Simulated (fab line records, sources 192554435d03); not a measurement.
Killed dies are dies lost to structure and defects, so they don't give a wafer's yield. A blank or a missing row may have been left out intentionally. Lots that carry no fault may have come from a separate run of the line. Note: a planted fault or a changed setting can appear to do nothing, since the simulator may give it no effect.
fab line records	flow n5-finfet
record: lots: 11	wafers: 32	last-day: 20
route steps=1938 shown BEOL_M1@788 BEOL_M4@1111
lots that met no fault: from a run of the same line without faults
start-h: the number of hours between the record's first day and the start of the first shown wafer of the lot	wait-h: hours since the lot's step before	" the same as in the row above	L1.1+2: one row covering several wafers at once	- no value, or no start given	* or withheld: withheld	< > ~ a bound
route shown NAME@n: names a module that has steps shown in the file, with the first one's number in the route	usual: mean/standard deviation taken from wafers without a fault	same: alike in all rows	chamber/n: place in a boat	sites: readings site by site	_std_site: how widely they spread, as a standard deviation	_edge_site: the outer-site mean with the inner-site mean subtracted	radius-mm: how far each site lies from the wafer's centre	mask NAME#n: copy n	behind: the most recent tool/chamber to have shaped the wafer	hold: why the lot went on hold/how many hours it stayed there/how the hold came to an end	device: names the non-switching transistor (n, p or np)	end of line: the tests these same wafers got at the end of their route	for a step that has no rows: nothing shown but its recipe	killed: count of dies lost to structure and defects at first sort (not the wafer's yield)	map: the dies of a wafer, with x for killed, . for not killed, _ for no die there
set.NAME: the setting that was run; set.NAME@STEP: the one run at that earlier step	model.NAME: the simulator's own value behind a step, which no gauge read
the route's steps for a sample of lots (tables are steps, rows are wafers)
services: from which hour (start-h, from the record's first day; less than 0 if before it) a tool's chamber was out of use, for how many hours, and why
== steps ==
step: N5_BEOL_M1_INSPECT_30
recipe: mode: adi	inspect-instrument: brightfield
usual: raw-defect-count: 382/85
lot.wafer	tool	chamber	start-h	wait-h	raw-defect-count
L523.1	defect-inspect-02	-	133.58	0.1	408
L523.3	"	-	"	"	298
L523.5	"	-	"	"	416
L524.2	defect-inspect-02	-	133.64	0.0	323
L524.4	"	-	"	"	343
L524.5	"	-	"	"	263
L526.1	defect-inspect-02	-	138.01	0.1	367
L526.4	"	-	"	"	455
L526.6	"	-	"	"	328
L528.1	defect-inspect-01	-	156.24	0.1	319
L528.3	"	-	"	"	317
L528.4	"	-	"	"	302
L529.3	defect-inspect-02	-	160.26	0.0	258
L529.4	"	-	"	"	373
L529.5	"	-	"	"	408
L530.1	defect-inspect-02	-	163.10	0.1	408
L530.2	"	-	"	"	396
L530.4	"	-	"	"	238
L533.4	defect-inspect-02	-	185.35	0.0	371
L533.5	"	-	"	"	309
L533.6	"	-	"	"	367
L535.3	defect-inspect-02	-	197.86	0.0	463
L535.5	"	-	"	"	381
L535.6	"	-	"	"	403
L536.2	defect-inspect-02	-	204.65	0.0	448
L536.4	"	-	"	"	342
L536.6	"	-	"	"	421
L537.5	defect-inspect-01	-	208.03	0.0	302
L537.6	"	-	"	"	330
L546.3	defect-inspect-02	-	261.91	0.0	308
L546.4	"	-	"	"	394
L546.5	"	-	"	"	392
step: N5_BEOL_M1_CVD_47
recipe: material: Co	target-thk-a: 30	temp-c: withheld	precursor: CCTBA/H2	pressure-torr: 30	time-s: 223.8
usual: run-length-s: 246.9/0.43
lot.wafer	tool	chamber	start-h	wait-h	run-length-s
L523.1	cvd-co-01	0	136.19	0.0	246.6
L523.3	"	2	"	"	246.5
L523.5	"	1	"	"	246.9
L524.2	cvd-co-02	0	137.01	0.0	247.2
L524.4	"	0	"	"	246.6
L524.5	"	2	"	"	247.2
L526.1	cvd-co-02	0	159.50	0.0	247.2
L526.4	"	1	"	"	246.0
L526.6	"	0	"	"	246.6
L528.1	cvd-co-02	2	175.80	0.1	248.0
L528.3	"	0	"	"	246.6
L528.4	"	0	"	"	246.5
L529.3	cvd-co-01	2	179.26	0.1	246.7
L529.4	"	1	"	"	246.9
L529.5	"	2	"	"	246.3
L530.1	cvd-co-01	2	181.44	0.0	246.4
L530.2	"	0	"	"	246.6
L530.4	"	0	"	"	246.7
L533.4	cvd-co-01	0	193.47	0.1	247.1
L533.5	"	1	"	"	247.1
L533.6	"	2	"	"	246.7
L535.3	cvd-co-01	0	200.54	0.2	246.9
L535.5	"	0	"	"	247.3
L535.6	"	2	"	"	246.4
L536.2	cvd-co-02	0	208.40	0.3	246.9
L536.4	"	2	"	"	247.8
L536.6	"	0	"	"	247.2
L537.5	cvd-co-02	1	211.71	0.1	246.3
L537.6	"	2	"	"	248.5
L546.3	cvd-co-01	1	297.58	0.0	246.9
L546.4	"	1	"	"	247.2
L546.5	"	2	"	"	246.8
step: N5_BEOL_M1_SPUTTER_48
recipe: material: Cu	target-thk-a: 45	temp-c: -20	chamber-pressure-pa: 0.07	power-w: withheld	time-s: 8.29
usual: throttle-valve-pct: 29.4/1
lot.wafer	tool	chamber	start-h	wait-h	throttle-valve-pct
L523.1	pvd-sputter-01	-	136.43	0.2	30.2
L523.3	"	-	"	"	31.5
L523.5	"	-	"	"	31.2
L524.2	pvd-sputter-03	-	137.27	0.2	28.4
L524.4	"	-	"	"	29.1
L524.5	"	-	"	"	29.2
L526.1	pvd-sputter-03	-	159.68	0.1	28.2
L526.4	"	-	"	"	28.6
L526.6	"	-	"	"	28.6
L528.1	pvd-sputter-02	-	175.96	0.1	28.9
L528.3	"	-	"	"	30.8
L528.4	"	-	"	"	30.2
L529.3	pvd-sputter-01	-	179.54	0.2	28.4
L529.4	"	-	"	"	31.5
L529.5	"	-	"	"	29.8
L530.1	pvd-sputter-03	-	181.65	0.1	29.3
L530.2	"	-	"	"	28.0
L530.4	"	-	"	"	28.9
L533.4	pvd-sputter-03	-	195.22	1.7	28.5
L533.5	"	-	"	"	28.3
L533.6	"	-	"	"	29.3
L535.3	pvd-sputter-03	-	200.70	0.1	29.1
L535.5	"	-	"	"	29.5
L535.6	"	-	"	"	28.8
L536.2	pvd-sputter-02	-	209.02	0.5	30.5
L536.4	"	-	"	"	29.1
L536.6	"	-	"	"	28.5
L537.5	pvd-sputter-02	-	211.86	0.1	28.5
L537.6	"	-	"	"	31.2
L546.3	pvd-sputter-01	-	297.74	0.1	29.3
L546.4	"	-	"	"	28.3
L546.5	"	-	"	"	31.3
step: N5_BEOL_M1_ANNEAL_82
recipe: temp-c: 400	time-s: 240	ambient: vacuum
usual: heater-power-w: 803/76
lot.wafer	tool	chamber	start-h	wait-h	heater-power-w
L523.1	pvd-sputter-01	-	136.95	0.0	726
L523.3	"	-	"	"	712
L523.5	"	-	"	"	713
L524.2	pvd-sputter-03	-	137.79	0.0	892
L524.4	"	-	"	"	897
L524.5	"	-	"	"	895
L526.1	pvd-sputter-03	-	160.20	0.0	713
L526.4	"	-	"	"	905
L526.6	"	-	"	"	942
L528.1	pvd-sputter-02	-	176.48	0.0	738
L528.3	"	-	"	"	918
L528.4	"	-	"	"	845
L529.3	pvd-sputter-01	-	180.06	0.0	817
L529.4	"	-	"	"	726
L529.5	"	-	"	"	823
L530.1	pvd-sputter-03	-	182.17	0.0	793
L530.2	"	-	"	"	715
L530.4	"	-	"	"	885
L533.4	pvd-sputter-03	-	195.74	0.0	891
L533.5	"	-	"	"	712
L533.6	"	-	"	"	794
L535.3	pvd-sputter-03	-	201.22	0.0	892
L535.5	"	-	"	"	816
L535.6	"	-	"	"	920
L536.2	pvd-sputter-02	-	209.54	0.0	883
L536.4	"	-	"	"	732
L536.6	"	-	"	"	794
L537.5	pvd-sputter-02	-	212.41	0.1	781
L537.6	"	-	"	"	923
L546.3	pvd-sputter-01	-	298.26	0.0	819
L546.4	"	-	"	"	824
L546.5	"	-	"	"	691
step: N5_BEOL_M4_RC_MEAS_101
usual: DIBL_N: 36.3/1.1	DIBL_P: 36.3/1.4	IOFF_N: 0.155/0.019	IOFF_P: 0.211/0.027	ION_N: 672/8.5	ION_P: 462/5.8	SS_N: 71.5/0.56	SS_P: 73.3/0.52	VT_N: 249.9/2.5	VT_P: -249.8/2.8
lot.wafer	tool	chamber	start-h	wait-h	DIBL_N[mV/V]	DIBL_P[mV/V]	IOFF_N[nA/um]	IOFF_P[nA/um]	ION_N[uA/um]	ION_P[uA/um]	SS_N[mV/dec]	SS_P[mV/dec]	VT_N[mV]	VT_P[mV]
L523.1	prober-01	0	196.11	0.0	39.0	37.5	0.173	0.234	668	458	72.5	74.6	250.1	-247.6
L523.3	"	0	"	"	36.3	36.0	0.139	0.203	675	463	70.9	73.4	250.3	-250.4
L523.5	"	0	"	"	36.8	35.1	0.135	0.192	670	453	72.2	73.6	253.8	-255.3
L524.2	prober-01	0	210.19	0.2	37.5	38.2	0.185	0.238	676	460	71.3	74.3	247.9	-248.6
L524.4	"	0	"	"	37.8	39.5	0.200	0.248	675	459	73.1	74.2	245.3	-248.1
L524.5	"	0	"	"	35.0	35.7	0.143	0.190	670	463	71.3	73.0	250.0	-251.1
L526.1	prober-01	0	219.84	0.0	35.0	36.1	0.126	0.198	669	459	70.9	72.1	255.9	-249.1
L526.4	"	0	"	"	35.6	37.4	0.148	0.235	679	473	71.3	73.1	248.9	-247.1
L526.6	"	0	"	"	36.1	37.8	0.149	0.227	668	458	71.5	72.3	251.6	-248.8
L528.1	prober-01	0	250.22	0.0	36.3	36.4	0.166	0.199	684	462	71.2	73.6	248.7	-252.6
L528.3	"	0	"	"	34.8	33.7	0.135	0.167	677	463	71.3	72.6	252.9	-251.8
L528.4	"	0	"	"	36.3	35.6	0.171	0.199	691	465	71.8	73.6	248.2	-250.2
L529.3	prober-01	0	257.20	0.3	38.0	36.8	0.165	0.207	667	454	71.7	73.4	248.1	-253.2
L529.4	"	0	"	"	37.0	36.1	0.151	0.196	676	456	70.8	72.4	249.1	-252.9
L529.5	"	0	"	"	37.8	36.5	0.166	0.200	680	455	71.3	73.5	249.3	-253.1
L530.1	prober-02	0	289.57	0.0	36.7	37.0	0.177	0.217	689	466	71.6	74.0	250.4	-248.3
L530.2	"	0	"	"	37.7	37.7	0.182	0.223	677	459	72.3	73.2	245.9	-247.1
L530.4	"	0	"	"	36.1	34.9	0.156	0.183	670	456	71.0	73.2	249.7	-251.6
L533.4	prober-02	0	322.57	0.5	36.8	35.7	0.137	0.201	677	467	70.4	72.5	250.5	-250.7
L533.5	"	0	"	"	37.9	37.1	0.163	0.222	675	468	71.6	73.2	249.0	-246.1
L533.6	"	0	"	"	37.7	37.4	0.156	0.216	672	461	71.7	74.0	248.3	-251.8
L535.3	prober-01	0	335.78	0.3	34.7	33.6	0.137	0.184	666	458	70.4	72.8	250.3	-251.3
L535.5	"	0	"	"	36.8	35.7	0.175	0.211	667	453	71.2	73.8	248.7	-250.6
L535.6	"	0	"	"	35.3	34.6	0.146	0.197	665	458	70.7	73.1	248.0	-250.7
L536.2	prober-01	0	346.64	0.2	36.8	37.0	0.144	0.238	663	460	72.3	73.7	251.8	-247.6
L536.4	"	0	"	"	34.9	35.0	0.116	0.204	650	455	71.6	72.6	257.1	-250.4
L536.6	"	0	"	"	37.2	37.4	0.153	0.250	665	460	72.1	73.7	251.9	-248.8
L537.5	prober-02	0	355.50	0.6	34.5	33.9	0.128	0.210	662	464	70.8	72.8	253.7	-245.9
L537.6	"	0	"	"	36.7	36.1	0.169	0.253	682	467	71.6	72.9	245.5	-243.8
L546.3	prober-02	0	364.69	0.3	37.2	36.6	0.171	0.241	678	467	72.2	73.7	251.6	-246.2
L546.4	"	0	"	"	38.7	36.8	0.196	0.250	671	461	72.8	73.2	246.3	-246.9
L546.5	"	0	"	"	37.2	35.6	0.161	0.223	674	464	71.9	73.3	247.5	-249.5
== services ==
tool	chamber	start-h	hours	kind
cvd-co-02	1	114.67	-	clean
cvd-co-02	1	114.67	22.0	scheduled-down
cvd-co-02	1	114.67	22.0	vent-cycle
pvd-sputter-03	-	118.46	0.5	repair
pvd-sputter-01	-	138.92	4.7	repair
cvd-co-01	-	159.65	2.8	pm
pvd-sputter-02	-	163.68	5.1	repair
cvd-co-01	-	167.18	8.9	repair
cvd-co-02	2	218.39	6.0	repair
cvd-co-02	2	254.09	5.8	repair
cvd-co-02	-	264.61	6.9	pm
pvd-sputter-03	-	273.75	1.9	repair
== key ==
first-sign: step: N5_BEOL_M1_CVD_47	reading: run-length-s	direction: up	sigmas: 3.9	usual: *	struck: *
effect none on later readings
met-at N5_BEOL_M1_CVD_47
struck-lots L537
struck-wafers L537.6
not-acting-at N5_BEOL_M1_INSPECT_30,N5_BEOL_M1_SPUTTER_48,N5_BEOL_M1_ANNEAL_82
onset-between 208.40 211.71
fault: kind: process-parameter-drift	tool: cvd-co-02	chamber: -	onset-h: 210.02	steps: N5_BEOL_M1_CVD_47	channel: time-s	offset: *	shape: step	end-h: 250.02	scope: struck-wafers-only	acts-in: *	stated: *
